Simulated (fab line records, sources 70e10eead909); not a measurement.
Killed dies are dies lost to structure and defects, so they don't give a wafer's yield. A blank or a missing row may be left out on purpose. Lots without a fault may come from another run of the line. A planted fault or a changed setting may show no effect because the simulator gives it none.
fab line records | flow nand_harc
record lots=24 wafers=72 last_day=24
route steps=1159 shown A_CONTACT@870
lots that met no fault: from a run of the same line without faults
start_h: hours from the record's first day to the start of the lot's first wafer shown | wait_h: hours since the lot's step before | " the same as in the row above | L1.1+2: a row that stands for several wafers | - no value, or no start given | * or withheld: withheld | < > ~ a bound
route shown NAME@n: a module of which the file shows steps, and the number in the route of the first | usual: mean/standard deviation of fault-free wafers | same: alike in all rows | chamber/n: place in a boat | sites: the reading at each site | _std_site: their standard deviation | _edge_site: outer sites' mean less inner sites' | radius_mm: how far each site lies from the wafer's centre | mask NAME#n: copy n | behind: the tool/chamber that last shaped the wafer | hold: why the lot was held/for how many hours/how that ended | device: the transistor (n, p or np) that didn't switch | end of line: the same wafers' tests at the end of the route | a step without rows: its recipe alone | killed: dies lost to structure and defects at the first sort, not the wafer's yield | map: a wafer's dies, x killed, . not, _ none there
set.NAME: the setting as run; set.NAME@STEP: as run at that earlier step | model.NAME: the simulator's own value behind a step, which no gauge read
steps of the route over a sample of lots; a table a step, a row a wafer
services: from which hour (start_h, from the record's first day; less than 0 if before it) a tool's chamber was out of use, for how many hours, and why
## steps
# step NHARC_A_CONTACT_ETCH_119
# recipe source_w=withheld pressure_mtorr=20 bias_v=3000 time_s=94 target_depth_a=9220 ar_flow_sccm=withheld c4f8_flow_sccm=withheld o2_flow_sccm=withheld chemistry=C4F8/O2/Ar
# columns lot.wafer tool chamber start_h wait_h rf_hours_counter_h
L074.2 har_cap_etch-03 1 371.99 0.1 83
L074.5 " 0 " " -
L074.6 " 1 " " -
L075.1 har_cap_etch-03 0 379.11 0.1 85
L075.5 " 0 " " -
L075.6 " 1 " " -
L078.1 har_cap_etch-01 1 381.52 0.1 58
L078.5 " 0 " " -
L078.6 " 1 " " -
L077.2 har_cap_etch-02 0 383.81 0.1 9
L077.3 " 0 " " -
L077.5 " 1 " " -
L076.2 har_cap_etch-01 0 384.95 0.1 59
L076.4 " 1 " " -
L076.6 " 0 " " -
L079.1 har_cap_etch-01 0 409.96 0.1 62
L079.2 " 1 " " 62
L079.4 " 1 " " -
L080.1 har_cap_etch-02 1 412.23 0.1 14
L080.2 " 0 " " 14
L080.5 " 0 " " -
L081.1 har_cap_etch-03 1 416.17 0.1 91
L081.4 " 0 " " -
L081.6 " 0 " " -
L083.2 har_cap_etch-03 0 422.66 0.1 92
L083.1 " 1 " " 92
L083.5 " 1 " " -
L084.2 har_cap_etch-01 1 424.12 0.1 65
L084.3 " 1 " " -
L084.5 " 1 " " -
L082.1 har_cap_etch-02 1 428.11 0.1 18
L082.4 " 0 " " -
L082.6 " 1 " " -
L086.1 har_cap_etch-02 1 441.63 0.1 20
L086.3 " 0 " " -
L086.6 " 0 " " -
L087.3 har_cap_etch-03 0 444.27 0.1 -
L087.6 " 0 " " -
L087.5 " 1 " " -
L085.1 har_cap_etch-02 1 450.89 0.1 22
L085.6 " 0 " " -
L085.5 " 1 " " -
L089.2 har_cap_etch-02 1 457.05 0.1 23
L089.1 " 0 " " 23
L089.5 " 1 " " -
L088.2 har_cap_etch-02 0 460.89 0.1 24
L088.1 " 1 " " 24
L088.4 " 0 " " -
L090.1 har_cap_etch-03 1 464.25 0.1 102
L090.3 " 1 " " -
L090.6 " 1 " " -
L094.1 har_cap_etch-03 0 474.56 0.1 104
L094.4 " 1 " " -
L094.3 " 0 " " -
L092.1 har_cap_etch-01 0 477.90 0.1 74
L092.2 " 1 " " 74
L092.4 " 1 " " -
L093.1 har_cap_etch-02 0 479.39 0.1 28
L093.3 " 0 " " -
L093.4 " 1 " " -
L091.1 har_cap_etch-02 0 490.87 0.1 29
L091.5 " 0 " " -
L091.6 " 1 " " -
L095.2 har_cap_etch-01 1 502.86 0.1 77
L095.1 " 0 " " 77
L095.3 " 1 " " -
L096.2 har_cap_etch-03 1 503.24 0.1 110
L096.4 " 0 " " -
L096.6 " 1 " " -
L097.1 har_cap_etch-01 0 516.27 0.1 79
L097.3 " 0 " " -
L097.5 " 1 " " -
# step NHARC_A_CONTACT_CD_MEAS_53
# usual cd_nm=189.2/0.78
# columns lot.wafer tool chamber start_h wait_h cd_nm
L074.2 cd_sem-03 - 373.19 - 190.1
L074.5 " - " " 190.1
L074.6 " - " " 189.0
L075.1 cd_sem-02 - 380.41 - 188.8
L075.5 " - " " 187.2
L075.6 " - " " 188.7
L078.1 cd_sem-01 - 382.79 - 189.5
L078.5 " - " " 189.2
L078.6 " - " " 189.5
L077.2 cd_sem-02 - 386.71 - 189.8
L077.3 " - " " 190.4
L077.5 " - " " 190.7
L076.2 cd_sem-02 - 387.76 - 190.1
L076.4 " - " " 189.4
L076.6 " - " " 189.8
L079.1 cd_sem-02 - 411.66 - 189.3
L079.2 " - " " 189.7
L079.4 " - " " 189.8
L080.1 cd_sem-03 - 413.41 - 188.8
L080.2 " - " " 189.4
L080.5 " - " " 189.5
L081.1 cd_sem-03 - 417.35 - 189.3
L081.4 " - " " 189.0
L081.6 " - " " 189.1
L083.1 cd_sem-03 - 423.84 - 189.4
L083.2 " - " " 188.9
L083.5 " - " " 188.6
L084.2 cd_sem-01 - 425.31 - 188.6
L084.3 " - " " 189.0
L084.5 " - " " 189.2
L082.1 cd_sem-03 - 429.29 - 189.7
L082.4 " - " " 189.6
L082.6 " - " " 189.1
L086.1 cd_sem-02 - 442.82 - 189.2
L086.3 " - " " 189.3
L086.6 " - " " 188.6
L087.3 cd_sem-03 - 445.43 - 189.7
L087.5 " - " " 189.7
L087.6 " - " " 190.2
L085.1 cd_sem-01 - 452.05 - 188.7
L085.5 " - " " 187.9
L085.6 " - " " 188.6
L089.1 cd_sem-02 - 458.24 - 188.5
L089.2 " - " " 189.0
L089.5 " - " " 189.5
L088.1 cd_sem-03 - 462.28 - 188.5
L088.2 " - " " 188.7
L088.4 " - " " 189.6
L090.1 cd_sem-03 - 465.51 - 189.0
L090.3 " - " " 188.9
L090.6 " - " " 189.1
L094.1 cd_sem-03 - 475.78 - 189.1
L094.3 " - " " 189.2
L094.4 " - " " 188.8
L092.1 cd_sem-02 - 479.08 - 189.7
L092.2 " - " " 188.8
L092.4 " - " " 189.1
L093.1 cd_sem-02 - 480.56 - 186.4
L093.3 " - " " 186.9
L093.4 " - " " 186.8
L091.1 cd_sem-01 - 492.05 - 189.5
L091.5 " - " " 189.7
L091.6 " - " " 189.6
L095.1 cd_sem-01 - 504.06 - 189.4
L095.2 " - " " 189.1
L095.3 " - " " 189.2
L096.2 cd_sem-02 - 504.52 - 190.1
L096.4 " - " " 189.7
L096.6 " - " " 190.6
L097.1 cd_sem-02 - 517.47 - 189.7
L097.3 " - " " 190.4
L097.5 " - " " 190.3
# step NHARC_A_CONTACT_DEP_57
# recipe target_thk_a=28000 temp_c=400 material=aC
# usual throttle_valve_pct=35.000/0.0086
# columns lot.wafer tool chamber start_h wait_h throttle_valve_pct
L074.2 acl_dep-01 0 376.70 - 35.003
L074.5 " 0 " " 35.011
L074.6 " 0 " " 35.001
L075.1 acl_dep-02 0 381.56 - 34.996
L075.5 " 0 382.72 - 34.975
L075.6 " 0 " " 34.997
L078.1 acl_dep-02 0 383.86 - 34.999
L078.5 " 0 385.03 - 35.011
L078.6 " 0 " " 35.010
L077.2 acl_dep-02 0 388.44 - 35.004
L077.3 " 0 " " 35.009
L077.5 " 0 " " 34.991
L076.2 acl_dep-02 0 390.19 - 35.000
L076.4 " 0 " " 35.000
L076.6 " 0 " " 34.999
L079.1 acl_dep-01 0 413.89 - 35.004
L079.2 " 0 " " 34.997
L079.4 " 0 " " 35.005
L080.1 acl_dep-01 0 415.75 - 35.020
L080.2 " 0 " " 34.998
L080.5 " 0 " " 34.998
L081.1 acl_dep-01 0 420.98 - 34.998
L081.4 " 0 " " 35.000
L081.6 " 0 " " 35.017
L083.1 acl_dep-01 0 424.79 - 34.998
L083.2 " 0 " " 35.000
L083.5 " 0 " " 35.001
L084.2 acl_dep-03 0 428.45 - 34.993
L084.3 " 0 " " 34.984
L084.5 " 0 " " 35.002
L082.1 acl_dep-02 0 430.23 - 35.006
L082.4 " 0 " " 34.996
L082.6 " 0 " " 34.998
L086.1 acl_dep-03 0 443.80 - 35.006
L086.3 " 0 " " 34.996
L086.6 " 0 " " 35.019
L087.3 acl_dep-02 0 447.62 - 35.006
L087.5 " 0 " " 34.994
L087.6 " 0 " " 35.002
L085.1 acl_dep-01 0 453.01 - 35.002
L085.5 " 0 454.16 - 35.005
L085.6 " 0 " " 34.999
L089.1 acl_dep-01 0 459.23 - 34.999
L089.2 " 0 " " 35.001
L089.5 " 0 " " 34.990
L088.1 acl_dep-03 0 463.64 - 35.026
L088.2 " 0 " " 34.998
L088.4 " 0 " " 34.995
L090.1 acl_dep-01 0 466.47 - 34.991
L090.3 " 0 " " 34.978
L090.6 " 0 " " 35.006
L094.1 acl_dep-03 0 480.18 - 34.999
L094.3 " 0 " " 34.983
L094.4 " 0 " " 35.008
L092.1 acl_dep-03 0 481.91 - 35.002
L092.2 " 0 " " 35.008
L092.4 " 0 " " 35.006
L093.1 acl_dep-02 0 486.25 - 35.006
L093.3 " 0 " " 35.019
L093.4 " 0 " " 34.989
L091.1 acl_dep-01 0 493.12 - 34.986
L091.5 " 0 494.27 - 34.999
L091.6 " 0 " " 34.994
L095.1 acl_dep-01 0 505.11 - 34.996
L095.2 " 0 " " 35.003
L095.3 " 0 " " 34.990
L096.2 acl_dep-01 0 509.10 - 35.012
L096.4 " 0 " " 34.995
L096.6 " 0 " " 35.011
L097.1 acl_dep-03 0 518.95 - 34.992
L097.3 " 0 " " 35.011
L097.5 " 0 " " 35.002
# step NHARC_A_CONTACT_OVL_MEAS_70
# usual overlay_x_nm=-0.1/1 overlay_y_nm=0.0/0.87
# columns lot.wafer tool chamber start_h wait_h overlay_x_nm overlay_y_nm
L074.2 overlay-02 - 378.81 - 0.4 -0.4
L074.5 " - " " 0.5 -0.7
L074.6 " - " " 0.2 -0.1
L075.1 overlay-01 - 384.13 - -0.3 1.0
L075.5 " - " " -0.2 0.8
L075.6 " - " " -0.3 0.6
L078.1 overlay-02 - 386.45 - -1.3 -0.5
L078.5 " - " " -1.6 -0.1
L078.6 " - " " -1.0 -0.6
L077.2 overlay-01 - 390.90 - -0.3 0.4
L077.3 " - " " -0.1 -0.1
L077.5 " - " " -0.5 -0.1
L076.2 overlay-01 - 392.45 - -1.5 0.1
L076.4 " - " " -1.1 0.1
L076.6 " - " " -1.1 0.8
L079.1 overlay-01 - 416.31 - -0.5 -1.1
L079.2 " - " " -0.3 -1.3
L079.4 " - " " -0.4 -1.1
L080.1 overlay-01 - 418.37 - -0.1 1.4
L080.2 " - " " 0.5 1.6
L080.5 " - " " -0.1 1.4
L081.1 overlay-02 - 423.52 - -0.4 0.3
L081.4 " - " " 0.4 0.9
L081.6 " - " " -0.2 0.6
L083.1 overlay-01 - 427.22 - -1.4 0.5
L083.2 " - " " -1.1 0.0
L083.5 " - " " -1.5 0.2
L084.2 overlay-01 - 430.75 - -0.5 -0.2
L084.3 " - " " -0.2 0.4
L084.5 " - " " -0.3 -0.3
L082.1 overlay-02 - 432.82 - 0.7 0.3
L082.4 " - " " 0.6 0.2
L082.6 " - " " -0.2 0.8
L086.1 overlay-02 - 446.23 - -0.4 0.6
L086.3 " - " " -0.8 0.7
L086.6 " - " " -0.9 0.9
L087.3 overlay-02 - 449.47 - 0.1 -1.9
L087.5 " - " " 0.2 -1.9
L087.6 " - " " 0.5 -1.8
L085.1 overlay-01 - 455.58 - -0.7 0.7
L085.5 " - " " -1.3 1.2
L085.6 " - " " -1.0 0.7
L089.1 overlay-02 - 461.79 - -0.6 -1.2
L089.2 " - " " -0.8 -1.4
L089.5 " - " " -0.4 -1.2
L088.1 overlay-01 - 466.19 - -1.5 -0.8
L088.2 " - " " -1.6 -0.5
L088.4 " - " " -1.6 -0.3
L090.1 overlay-02 - 469.03 - 1.8 1.5
L090.3 " - " " 2.1 1.4
L090.6 " - " " 2.3 1.0
L094.1 overlay-01 - 482.74 - 1.5 0.3
L094.3 " - " " 1.4 -0.1
L094.4 " - " " 1.3 -0.3
L092.1 overlay-02 - 484.34 - -1.0 -0.4
L092.2 " - " " -1.5 -0.9
L092.4 " - " " -1.7 -0.4
L093.1 overlay-02 - 488.83 - 0.1 -1.0
L093.3 " - " " 0.0 -1.4
L093.4 " - " " -0.5 -1.2
L091.1 overlay-01 - 495.67 - 0.2 -0.1
L091.5 " - " " 1.2 0.7
L091.6 " - " " 1.0 0.1
L095.1 overlay-02 - 507.65 - -0.1 0.3
L095.2 " - " " 0.4 0.1
L095.3 " - " " 0.3 -0.1
L096.2 overlay-01 - 511.38 - 0.5 0.1
L096.4 " - " " 0.6 0.2
L096.6 " - " " 0.4 -0.3
L097.1 overlay-02 - 521.54 - 2.0 1.2
L097.3 " - " " 1.8 0.9
L097.5 " - " " 1.8 1.0
# step NHARC_A_CONTACT_ETCH_133
# recipe source_w=withheld pressure_mtorr=20 bias_v=400 time_s=195 target_depth_a=8400 ar_flow_sccm=withheld c4f8_flow_sccm=11.5 o2_flow_sccm=7.2 chemistry=C4F8/O2/Ar
# columns lot.wafer tool chamber start_h wait_h rf_hours_counter_h
L074.2 har_cap_etch-02 1 381.41 0.1 8
L074.6 " 0 " " -
L074.5 " 1 " " -
L075.1 har_cap_etch-03 1 388.99 0.2 88
L075.5 " 0 " " -
L075.6 " 1 " " -
L078.1 har_cap_etch-02 0 389.09 0.1 11
L078.6 " 1 " " -
L078.5 " 0 " " -
L077.2 har_cap_etch-03 0 393.58 0.1 89
L077.3 " 0 " " -
L077.5 " 1 " " -
L076.2 har_cap_etch-02 0 395.06 0.1 12
L076.4 " 0 " " -
L076.6 " 1 " " -
L079.2 har_cap_etch-01 1 418.87 0.1 64
L079.1 " 0 " " 64
L079.4 " 0 " " -
L080.1 har_cap_etch-02 0 420.92 0.1 16
L080.2 " 1 " " 16
L080.5 " 0 " " -
L081.1 har_cap_etch-02 1 426.08 0.1 17
L081.4 " 1 " " -
L081.6 " 0 " " -
L083.2 har_cap_etch-03 0 429.96 0.1 95
L083.1 " 1 " " 95
L083.5 " 1 " " -
L084.2 har_cap_etch-02 0 433.42 0.1 19
L084.3 " 1 " " -
L084.5 " 0 " " -
L082.1 har_cap_etch-03 0 435.52 0.1 96
L082.4 " 0 " " -
L082.6 " 1 " " -
L086.1 har_cap_etch-01 1 448.81 0.1 69
L086.3 " 0 " " -
L086.6 " 1 " " -
L087.3 har_cap_etch-03 1 452.21 0.2 -
L087.5 " 0 " " -
L087.6 " 1 " " -
L085.1 har_cap_etch-03 1 458.55 0.1 101
L085.5 " 1 " " -
L085.6 " 0 " " -
L089.2 har_cap_etch-01 1 464.94 0.2 72
L089.1 " 0 " " 72
L089.5 " 0 " " -
L088.2 har_cap_etch-03 0 468.87 0.1 103
L088.1 " 1 " " 103
L088.4 " 1 " " -
L090.1 har_cap_etch-02 0 471.62 0.1 26
L090.3 " 0 " " -
L090.6 " 1 " " -
L094.1 har_cap_etch-03 0 485.30 0.1 107
L094.4 " 0 " " -
L094.3 " 1 " " -
L092.2 har_cap_etch-01 1 486.92 0.1 75
L092.1 " 0 " " 75
L092.4 " 1 " " -
L093.1 har_cap_etch-03 1 491.67 0.1 108
L093.4 " 1 " " -
L093.3 " 0 " " -
L091.1 har_cap_etch-03 0 498.22 0.1 109
L091.6 " 0 " " -
L091.5 " 1 " " -
L095.1 har_cap_etch-01 0 510.31 0.1 79
L095.2 " 1 " " 79
L095.3 " 1 " " -
L096.2 har_cap_etch-03 1 513.98 0.1 112
L096.4 " 0 " " -
L096.6 " 0 " " -
L097.1 har_cap_etch-01 1 524.30 0.1 82
L097.3 " 0 " " -
L097.5 " 0 " " -
# step NHARC_A_CONTACT_ETCH_106
# recipe target_depth_a=600 overetch_a=60 time_s=33 ion_energy_ev=100 cf4_flow_sccm=80 o2_flow_sccm=20 ar_flow_sccm=0 rf_w=300 bias_w=100 chemistry=CF4/O2
# usual drypump_motor_current_A=5.9/0.52 oes_product_au=1.001/0.0086 rf_vpp_V=197.5/1.5 showerhead_plenum_p_Torr=1.32/0.062 throttle_valve_pct=13.397/0.009
# columns lot.wafer tool chamber start_h wait_h drypump_motor_current_A oes_product_au rf_hours_counter_h rf_vpp_V showerhead_plenum_p_Torr throttle_valve_pct
L074.2 rie_diel-10 3 382.80 0.1 5.8 0.987 7 196.5 1.32 13.379
L074.5 " 3 " " 5.8 0.998 - 197.1 1.32 13.400
L074.6 " 0 " " 5.7 0.986 - 196.7 1.28 13.421
L075.1 rie_diel-12 1 390.12 0.1 6.6 1.010 0 197.8 1.30 13.406
L075.6 " 1 " " 6.6 1.014 - 196.4 1.30 13.385
L075.5 " 2 " " 6.3 0.999 - 199.3 1.42 13.397
L078.1 rie_diel-12 3 390.17 0.1 5.3 1.005 0 198.3 1.37 13.412
L078.6 " 1 " " 6.6 0.990 - 197.6 1.30 13.388
L078.5 " 2 " " 6.2 0.995 - 199.9 1.42 13.393
L077.3 rie_diel-12 3 394.72 0.0 5.3 1.015 1 197.9 1.37 13.399
L077.2 " 0 " " 5.4 1.008 1 196.1 1.24 13.387
L077.5 " 3 " " 5.3 1.007 - 197.8 1.37 13.398
L076.4 rie_diel-12 1 396.14 0.1 6.6 0.994 2 195.2 1.30 13.382
L076.2 " 3 " " 5.3 1.010 2 198.5 1.37 13.402
L076.6 " 2 " " 6.3 0.990 - 199.9 1.42 13.382
L079.1 rie_diel-12 0 419.94 0.1 5.5 1.011 6 196.2 1.23 13.407
L079.4 " 1 " " 6.6 1.007 6 197.2 1.30 13.401
L079.2 " 2 " " 6.3 1.003 6 201.0 1.42 13.400
L080.1 rie_diel-10 2 422.00 0.1 5.0 0.988 21 196.1 1.28 13.400
L080.2 " 1 " " 5.4 1.001 19 199.1 1.39 13.403
L080.5 " 2 " " 5.0 0.984 - 195.6 1.28 13.402
L081.1 rie_diel-12 3 427.23 0.1 5.4 1.017 9 197.8 1.37 13.401
L081.4 " 2 " " 6.2 0.996 9 199.3 1.42 13.394
L081.6 " 3 " " 5.4 1.015 - 200.0 1.37 13.397
L083.2 rie_diel-12 2 431.11 0.1 6.3 0.990 9 199.4 1.42 13.400
L083.1 " 3 " " 5.4 0.999 9 198.1 1.37 13.394
L083.5 " 2 " " 6.2 0.990 - 197.6 1.42 13.393
L084.3 rie_diel-12 3 434.50 0.1 5.4 1.004 10 197.1 1.37 13.404
L084.2 " 2 " " 6.2 0.996 10 198.6 1.42 13.399
L084.5 " 0 " " 5.4 0.999 - 196.3 1.23 13.402
L082.1 rie_diel-12 3 436.59 0.1 5.4 1.008 10 198.9 1.37 13.401
L082.4 " 0 " " 5.4 1.007 10 195.5 1.23 13.398
L082.6 " 0 " " 5.5 0.993 - 196.4 1.23 13.393
L086.1 rie_diel-12 3 449.89 0.1 5.3 1.016 13 198.2 1.37 13.384
L086.3 " 0 " " 5.5 0.995 12 195.9 1.23 13.386
L086.6 " 3 " " 5.3 1.008 - 198.7 1.37 13.400
L087.3 rie_diel-12 0 453.15 0.1 5.5 1.005 12 196.2 1.23 13.405
L087.6 " 0 " " 5.5 1.002 - 195.7 1.23 13.380
L087.5 " 1 " " 6.6 1.004 - 197.6 1.30 13.394
L085.1 rie_diel-12 1 459.76 0.1 6.6 1.003 14 198.5 1.30 13.385
L085.5 " 2 " " 6.2 0.992 - 199.4 1.42 13.402
L085.6 " 3 " " 5.4 1.006 - 199.1 1.37 13.392
L089.1 rie_diel-12 0 466.34 0.1 5.4 1.011 15 197.5 1.23 13.411
L089.2 " 2 " " 6.3 1.002 15 200.7 1.42 13.396
L089.5 " 1 " " 6.6 0.998 - 197.3 1.30 13.398
L088.1 rie_diel-13 0 470.01 0.0 5.7 1.008 4 197.3 1.32 13.401
L088.2 " 2 " " 5.9 0.995 5 196.3 1.26 13.398
L088.4 " 3 " " 6.2 0.995 5 196.0 1.30 13.407
L090.1 rie_diel-12 0 472.72 0.1 5.5 1.007 16 195.7 1.23 13.378
L090.3 " 2 " " 6.2 0.987 17 200.0 1.42 13.399
L090.6 " 0 " " 5.4 1.009 - 195.0 1.23 13.388
L092.1 rie_diel-10 2 488.00 0.1 5.0 0.992 44 196.6 1.27 13.408
L092.4 " 3 " " 5.8 1.003 49 196.8 1.31 13.378
L092.2 " 1 " " 5.4 0.998 42 200.3 1.38 13.411
L094.3 rie_diel-13 3 488.25 0.1 6.2 1.013 10 197.4 1.30 13.416
L094.1 " 0 " " 5.7 1.007 9 198.3 1.32 13.397
L094.4 " 1 " " 6.6 0.991 9 196.3 1.30 13.405
L093.3 rie_diel-10 2 492.98 0.1 5.0 0.990 46 197.6 1.27 13.387
L093.1 " 0 " " 5.7 0.997 53 198.0 1.27 13.397
L093.4 " 2 " " 5.0 0.992 - 198.3 1.27 13.395
L091.1 rie_diel-12 0 499.32 0.1 5.4 1.004 21 195.7 1.23 13.383
L091.6 " 1 " " 6.6 0.993 - 197.3 1.30 13.394
L091.5 " 2 " " 6.2 0.988 - 201.0 1.41 13.402
L095.1 rie_diel-12 3 511.87 0.1 5.3 1.007 23 198.6 1.37 13.387
L095.2 " 0 " " 5.4 1.003 22 196.5 1.23 13.404
L095.3 " 1 " " 6.6 0.996 22 196.8 1.30 13.388
L096.2 rie_diel-10 3 515.11 0.1 5.8 1.005 56 197.0 1.30 13.383
L096.4 " 1 " " 5.4 1.006 48 199.4 1.38 13.406
L096.6 " 2 " " 5.0 0.992 - 196.0 1.27 13.406
L097.1 rie_diel-13 0 525.52 0.1 5.7 1.010 23 197.1 1.32 13.399
L097.3 " 3 " " 6.2 1.014 24 196.8 1.29 13.393
L097.5 " 1 " " 6.6 0.997 - 196.2 1.30 13.406
## services
# columns tool chamber start_h hours kind
acl_dep-02 - 351.57 13.0 pm
rie_diel-10 - 354.16 9.0 pm
rie_diel-12 2 354.91 22.2 repair
rie_diel-12 0 358.72 - clean
rie_diel-12 1 358.72 - clean
rie_diel-12 3 358.72 - clean
rie_diel-13 - 375.21 2.7 repair
rie_diel-12 - 379.40 9.0 pm
rie_diel-12 0 379.40 9.0 vent_cycle
rie_diel-13 2 381.87 3.8 repair
rie_diel-10 1 387.50 7.1 repair
rie_diel-10 3 401.02 1.2 repair
acl_dep-03 - 407.54 13.0 pm
rie_diel-10 1 425.89 3.1 repair
acl_dep-03 - 433.69 9.7 repair
rie_diel-10 - 441.10 0.4 repair
rie_diel-13 - 453.04 9.0 pm
acl_dep-01 - 475.26 13.0 pm
rie_diel-10 - 477.16 0.5 repair
rie_diel-10 3 488.32 7.0 repair
har_cap_etch-01 - 494.26 0.7 repair
rie_diel-10 1 494.55 10.0 repair
acl_dep-03 - 511.95 0.8 repair
rie_diel-13 2 525.44 14.1 repair
## key
fault none
